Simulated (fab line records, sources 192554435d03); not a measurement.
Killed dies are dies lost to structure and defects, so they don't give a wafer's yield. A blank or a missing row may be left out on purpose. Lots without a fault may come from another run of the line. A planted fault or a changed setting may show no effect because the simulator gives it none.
Which tool did it? | flow n5_finfet | 24 lots, 72 wafers sampled, at 6 steps of a route of 1938

WHAT THE GAUGES READ, wafer by wafer
The record holds no reading of a measuring or inspecting step that can be judged against a usual standard deviation.

WHICH TOOL RAN EACH LOT (tool, then ch and the chambers of the sampled wafers, then the start)
lot  | N5_BEOL_M5_DEGAS_44          | N5_BEOL_M5_SPUTTER_48        | N5_BEOL_M5_SPUTTER_83        | N5_BEOL_M5_ANNEAL_84         | N5_BEOL_M5_ANNEAL_51             | N5_BEOL_M5_PRE_CLEAN_77
L074 | pvd_sputter-02, day 8 04:47  | pvd_sputter-01, day 8 05:32  | pvd_sputter-01, day 8 07:43  | pvd_sputter-01, day 8 07:48  | rtp_anneal-01 ch 0, day 8 10:41  | cvd_co-02 ch 0,2, day 8 11:19
L075 | pvd_sputter-02, day 8 05:11  | pvd_sputter-02, day 8 06:02  | pvd_sputter-02, day 8 08:13  | pvd_sputter-02, day 8 08:18  | rtp_anneal-01 ch 0, day 8 10:57  | cvd_co-02 ch 0,1, day 8 11:36
L076 | pvd_sputter-02, day 8 21:53  | pvd_sputter-02, day 8 22:36  | pvd_sputter-02, day 9 00:46  | pvd_sputter-02, day 9 00:51  | rtp_anneal-02 ch 0, day 9 03:13  | cvd_co-02 ch 1,2, day 9 05:45
L078 | pvd_sputter-01, day 9 00:24  | pvd_sputter-03, day 9 01:49  | pvd_sputter-03, day 9 04:00  | pvd_sputter-03, day 9 04:05  | rtp_anneal-01 ch 0, day 9 06:31  | cvd_co-02 ch 1,2, day 9 09:01
L077 | pvd_sputter-01, day 9 01:04  | pvd_sputter-02, day 9 03:01  | pvd_sputter-02, day 9 05:12  | pvd_sputter-02, day 9 05:17  | rtp_anneal-02 ch 0, day 9 07:34  | cvd_co-02 ch 1,2, day 9 09:10
L079 | pvd_sputter-01, day 9 15:38  | pvd_sputter-03, day 9 16:22  | pvd_sputter-03, day 9 18:32  | pvd_sputter-03, day 9 18:37  | rtp_anneal-02 ch 0, day 9 21:01  | cvd_co-02 ch 0,1,2, day 9 21:33
L081 | pvd_sputter-03, day 10 05:00 | pvd_sputter-02, day 10 05:40 | pvd_sputter-02, day 10 07:50 | pvd_sputter-02, day 10 07:55 | rtp_anneal-01 ch 0, day 10 10:16 | cvd_co-01 ch 1,2, day 10 10:58
L080 | pvd_sputter-01, day 10 05:32 | pvd_sputter-01, day 10 06:42 | pvd_sputter-01, day 10 08:53 | pvd_sputter-01, day 10 08:58 | rtp_anneal-02 ch 0, day 10 11:25 | cvd_co-02 ch 0,1,2, day 10 12:02
L082 | pvd_sputter-02, day 10 10:16 | pvd_sputter-02, day 10 11:05 | pvd_sputter-02, day 10 13:16 | pvd_sputter-02, day 10 13:21 | rtp_anneal-02 ch 0, day 10 15:38 | cvd_co-01 ch 0,1, day 10 16:17
L083 | pvd_sputter-02, day 10 10:31 | pvd_sputter-03, day 10 11:43 | pvd_sputter-03, day 10 14:10 | pvd_sputter-03, day 10 14:15 | rtp_anneal-02 ch 0, day 10 16:52 | cvd_co-01 ch 0,2, day 10 17:31
L084 | pvd_sputter-02, day 10 16:46 | pvd_sputter-02, day 10 19:20 | pvd_sputter-02, day 10 21:31 | pvd_sputter-02, day 10 21:35 | rtp_anneal-01 ch 0, day 11 00:09 | cvd_co-02 ch 0,1,2, day 11 01:21
L085 | pvd_sputter-02, day 10 16:55 | pvd_sputter-01, day 10 19:46 | pvd_sputter-01, day 10 21:56 | pvd_sputter-01, day 10 22:01 | rtp_anneal-02 ch 0, day 11 00:30 | cvd_co-02 ch 0,1,2, day 11 01:28
L086 | pvd_sputter-03, day 11 10:47 | pvd_sputter-03, day 11 11:37 | pvd_sputter-03, day 11 13:48 | pvd_sputter-03, day 11 13:53 | rtp_anneal-02 ch 0, day 11 16:13 | cvd_co-02 ch 0,2, day 11 16:52
L087 | pvd_sputter-01, day 11 13:34 | pvd_sputter-02, day 11 14:08 | pvd_sputter-02, day 11 16:19 | pvd_sputter-02, day 11 16:24 | rtp_anneal-01 ch 0, day 11 18:52 | cvd_co-02 ch 1,2, day 11 19:31
L089 | pvd_sputter-02, day 12 05:31 | pvd_sputter-01, day 12 06:21 | pvd_sputter-01, day 12 08:31 | pvd_sputter-01, day 12 08:36 | rtp_anneal-01 ch 0, day 12 11:00 | cvd_co-01 ch 1,2, day 12 11:36
L088 | pvd_sputter-03, day 12 07:40 | pvd_sputter-03, day 12 08:14 | pvd_sputter-03, day 12 10:25 | pvd_sputter-03, day 12 10:29 | rtp_anneal-02 ch 0, day 12 12:50 | cvd_co-01 ch 0,1, day 12 13:25
L090 | pvd_sputter-02, day 12 11:59 | pvd_sputter-02, day 12 12:43 | pvd_sputter-02, day 12 14:53 | pvd_sputter-02, day 12 14:58 | rtp_anneal-02 ch 0, day 12 17:19 | cvd_co-01 ch 1,2, day 12 17:54
L091 | pvd_sputter-03, day 12 13:05 | pvd_sputter-03, day 12 13:47 | pvd_sputter-03, day 12 15:58 | pvd_sputter-03, day 12 16:02 | rtp_anneal-01 ch 0, day 12 18:30 | cvd_co-01 ch 0,1, day 12 19:02
L092 | pvd_sputter-01, day 13 03:12 | pvd_sputter-03, day 13 04:08 | pvd_sputter-03, day 13 06:18 | pvd_sputter-03, day 13 06:23 | rtp_anneal-02 ch 0, day 13 08:43 | cvd_co-01 ch 0,1,2, day 13 09:19
L093 | pvd_sputter-02, day 13 05:55 | pvd_sputter-02, day 13 06:32 | pvd_sputter-02, day 13 08:42 | pvd_sputter-02, day 13 08:47 | rtp_anneal-01 ch 0, day 13 11:20 | cvd_co-02 ch 0,1, day 13 11:58
L095 | pvd_sputter-01, day 13 10:51 | pvd_sputter-01, day 13 11:39 | pvd_sputter-01, day 13 13:50 | pvd_sputter-01, day 13 13:55 | rtp_anneal-02 ch 0, day 13 16:15 | cvd_co-02 ch 0,1, day 13 16:51
L094 | pvd_sputter-03, day 13 11:27 | pvd_sputter-02, day 13 12:01 | pvd_sputter-02, day 13 14:11 | pvd_sputter-02, day 13 14:16 | rtp_anneal-01 ch 0, day 13 16:38 | cvd_co-02 ch 0,1,2, day 13 17:16
L096 | pvd_sputter-03, day 13 11:49 | pvd_sputter-01, day 13 16:05 | pvd_sputter-01, day 13 18:15 | pvd_sputter-01, day 13 18:20 | rtp_anneal-02 ch 0, day 13 20:38 | cvd_co-02 ch 0,1,2, day 13 21:16
L097 | pvd_sputter-02, day 13 20:01 | pvd_sputter-03, day 13 21:04 | pvd_sputter-03, day 13 23:14 | pvd_sputter-03, day 13 23:19 | rtp_anneal-01 ch 0, day 14 01:45 | cvd_co-02 ch 0,1,2, day 14 02:16
- N5_BEOL_M5_DEGAS_44: time 60 s.
- N5_BEOL_M5_SPUTTER_48: material Cu, target thk 15 nm, time 27.62 s.
- N5_BEOL_M5_SPUTTER_83: material Cu, target thk 15 nm, time 27.62 s.
- N5_BEOL_M5_ANNEAL_84: time 1800 s.
- N5_BEOL_M5_ANNEAL_51: time 90 s.
- N5_BEOL_M5_PRE_CLEAN_77: time 15 s.

WHAT THE TOOLS THEMSELVES READ (means of the sampled wafers that have a number; where no wafer has one, the mark that the record gives instead)
N5_BEOL_M5_DEGAS_44. Usual: heater_power_w 317 W, standard deviation 29.
lot  | tool           | heater_power_w (W) | flag
L074 | pvd_sputter-02 | 300                |
L075 | pvd_sputter-02 | 310                |
L076 | pvd_sputter-02 | 291                |
L078 | pvd_sputter-01 | 342                |
L077 | pvd_sputter-01 | 315                |
L079 | pvd_sputter-01 | 333                |
L081 | pvd_sputter-03 | 326                |
L080 | pvd_sputter-01 | 320                |
L082 | pvd_sputter-02 | 288                |
L083 | pvd_sputter-02 | 310                |
L084 | pvd_sputter-02 | 300                |
L085 | pvd_sputter-02 | 283                |
L086 | pvd_sputter-03 | 302                |
L087 | pvd_sputter-01 | 336                |
L089 | pvd_sputter-02 | 305                |
L088 | pvd_sputter-03 | 326                |
L090 | pvd_sputter-02 | 308                |
L091 | pvd_sputter-03 | 312                |
L092 | pvd_sputter-01 | 339                |
L093 | pvd_sputter-02 | 288                |
L095 | pvd_sputter-01 | 303                |
L094 | pvd_sputter-03 | 329                |
L096 | pvd_sputter-03 | 306                |
L097 | pvd_sputter-02 | 301                |

N5_BEOL_M5_SPUTTER_48. Usual: throttle_valve_pct 29.7 %, standard deviation 0.98.
lot  | tool           | throttle_valve_pct (%) | flag
L074 | pvd_sputter-01 | 30.6                   |
L075 | pvd_sputter-02 | 29.7                   |
L076 | pvd_sputter-02 | 28.9                   |
L078 | pvd_sputter-03 | 30.3                   |
L077 | pvd_sputter-02 | 29.7                   |
L079 | pvd_sputter-03 | 30.0                   |
L081 | pvd_sputter-02 | 29.7                   |
L080 | pvd_sputter-01 | 30.0                   |
L082 | pvd_sputter-02 | 29.6                   |
L083 | pvd_sputter-03 | 29.6                   |
L084 | pvd_sputter-02 | 28.8                   |
L085 | pvd_sputter-01 | 30.8                   |
L086 | pvd_sputter-03 | 30.1                   |
L087 | pvd_sputter-02 | 29.8                   |
L089 | pvd_sputter-01 | 30.7                   |
L088 | pvd_sputter-03 | 29.6                   |
L090 | pvd_sputter-02 | 29.1                   |
L091 | pvd_sputter-03 | 28.9                   |
L092 | pvd_sputter-03 | 29.4                   |
L093 | pvd_sputter-02 | 29.0                   |
L095 | pvd_sputter-01 | 29.9                   |
L094 | pvd_sputter-02 | 30.3                   |
L096 | pvd_sputter-01 | 30.4                   |
L097 | pvd_sputter-03 | 30.1                   |

N5_BEOL_M5_SPUTTER_83. Usual: throttle_valve_pct 29.7 %, standard deviation 0.98.
lot  | tool           | throttle_valve_pct (%) | flag
L074 | pvd_sputter-01 | 30.6                   |
L075 | pvd_sputter-02 | 29.7                   |
L076 | pvd_sputter-02 | 28.9                   |
L078 | pvd_sputter-03 | 30.4                   |
L077 | pvd_sputter-02 | 29.6                   |
L079 | pvd_sputter-03 | 29.9                   |
L081 | pvd_sputter-02 | 29.8                   |
L080 | pvd_sputter-01 | 29.8                   |
L082 | pvd_sputter-02 | 29.5                   |
L083 | pvd_sputter-03 | 29.6                   |
L084 | pvd_sputter-02 | 28.8                   |
L085 | pvd_sputter-01 | 30.7                   |
L086 | pvd_sputter-03 | 30.1                   |
L087 | pvd_sputter-02 | 29.9                   |
L089 | pvd_sputter-01 | 30.5                   |
L088 | pvd_sputter-03 | 29.7                   |
L090 | pvd_sputter-02 | 29.0                   |
L091 | pvd_sputter-03 | 29.1                   |
L092 | pvd_sputter-03 | 29.2                   |
L093 | pvd_sputter-02 | 29.0                   |
L095 | pvd_sputter-01 | 30.0                   |
L094 | pvd_sputter-02 | 30.3                   |
L096 | pvd_sputter-01 | 30.6                   |
L097 | pvd_sputter-03 | 30.4                   |

N5_BEOL_M5_ANNEAL_84. Usual: heater_power_w 788 W, standard deviation 76.
lot  | tool           | heater_power_w (W) | flag
L074 | pvd_sputter-01 | 876                |
L075 | pvd_sputter-02 | 728                |
L076 | pvd_sputter-02 | 750                |
L078 | pvd_sputter-03 | 752                |
L077 | pvd_sputter-02 | 777                |
L079 | pvd_sputter-03 | 799                |
L081 | pvd_sputter-02 | 721                |
L080 | pvd_sputter-01 | 862                |
L082 | pvd_sputter-02 | 784                |
L083 | pvd_sputter-03 | 803                |
L084 | pvd_sputter-02 | 764                |
L085 | pvd_sputter-01 | 820                |
L086 | pvd_sputter-03 | 795                |
L087 | pvd_sputter-02 | 713                |
L089 | pvd_sputter-01 | 810                |
L088 | pvd_sputter-03 | 823                |
L090 | pvd_sputter-02 | 756                |
L091 | pvd_sputter-03 | 884                |
L092 | pvd_sputter-03 | 839                |
L093 | pvd_sputter-02 | 735                |
L095 | pvd_sputter-01 | 817                |
L094 | pvd_sputter-02 | 724                |
L096 | pvd_sputter-01 | 804                |
L097 | pvd_sputter-03 | 757                |

N5_BEOL_M5_ANNEAL_51. Usual: wafer_temp_C_max 226.5, standard deviation 0.34.
lot  | tool          | wafer_temp_C_max | flag
L074 | rtp_anneal-01 | 226.5            |
L075 | rtp_anneal-01 | 227.0            |
L076 | rtp_anneal-02 | 226.2            |
L078 | rtp_anneal-01 | 226.8            |
L077 | rtp_anneal-02 | 226.5            |
L079 | rtp_anneal-02 | 226.3            |
L081 | rtp_anneal-01 | 226.6            |
L080 | rtp_anneal-02 | 226.2            |
L082 | rtp_anneal-02 | 226.4            |
L083 | rtp_anneal-02 | 226.5            |
L084 | rtp_anneal-01 | 226.7            |
L085 | rtp_anneal-02 | 226.4            |
L086 | rtp_anneal-02 | 226.0            |
L087 | rtp_anneal-01 | 226.7            |
L089 | rtp_anneal-01 | 226.4            |
L088 | rtp_anneal-02 | 226.2            |
L090 | rtp_anneal-02 | 226.4            |
L091 | rtp_anneal-01 | 227.1            |
L092 | rtp_anneal-02 | 226.1            |
L093 | rtp_anneal-01 | 226.4            |
L095 | rtp_anneal-02 | 226.4            |
L094 | rtp_anneal-01 | 226.7            |
L096 | rtp_anneal-02 | 226.5            |
L097 | rtp_anneal-01 | 226.9            |

N5_BEOL_M5_PRE_CLEAN_77. Usual: heater_power_w 81 W, standard deviation 18.
lot  | tool      | heater_power_w (W) | flag
L074 | cvd_co-02 | 69                 |
L075 | cvd_co-02 | 88                 |
L076 | cvd_co-02 | 83                 |
L078 | cvd_co-02 | 83                 |
L077 | cvd_co-02 | 70                 |
L079 | cvd_co-02 | 76                 |
L081 | cvd_co-01 | 95                 |
L080 | cvd_co-02 | 76                 |
L082 | cvd_co-01 | 77                 |
L083 | cvd_co-01 | 103                |
L084 | cvd_co-02 | 78                 |
L085 | cvd_co-02 | 76                 |
L086 | cvd_co-02 | 69                 |
L087 | cvd_co-02 | 84                 |
L089 | cvd_co-01 | 82                 |
L088 | cvd_co-01 | 84                 |
L090 | cvd_co-01 | 95                 |
L091 | cvd_co-01 | 83                 |
L092 | cvd_co-01 | 89                 |
L093 | cvd_co-02 | 84                 |
L095 | cvd_co-02 | 84                 |
L094 | cvd_co-02 | 77                 |
L096 | cvd_co-02 | 78                 |
L097 | cvd_co-02 | 79                 |

THE ANSWER, worked out from the rows above alone
Rule: a lot is off if the mean of its wafers that have a number lies more than 3 standard deviations from the usual mean. A lot without any number at a reading at which 4 lots or more have one is off too. The other lots that the step has rows for count as sound. The gauges are gone through in route order, then the tools' own readings, and for those a lot's mean is taken as printed above. The first step at which some lot is off is used, and at that step the reading that is off furthest; a lot without a number counts as furthest.
No lot is off at any reading shown: from this, nothing can be told.

WHAT THE SIMULATOR HAD PUT IN
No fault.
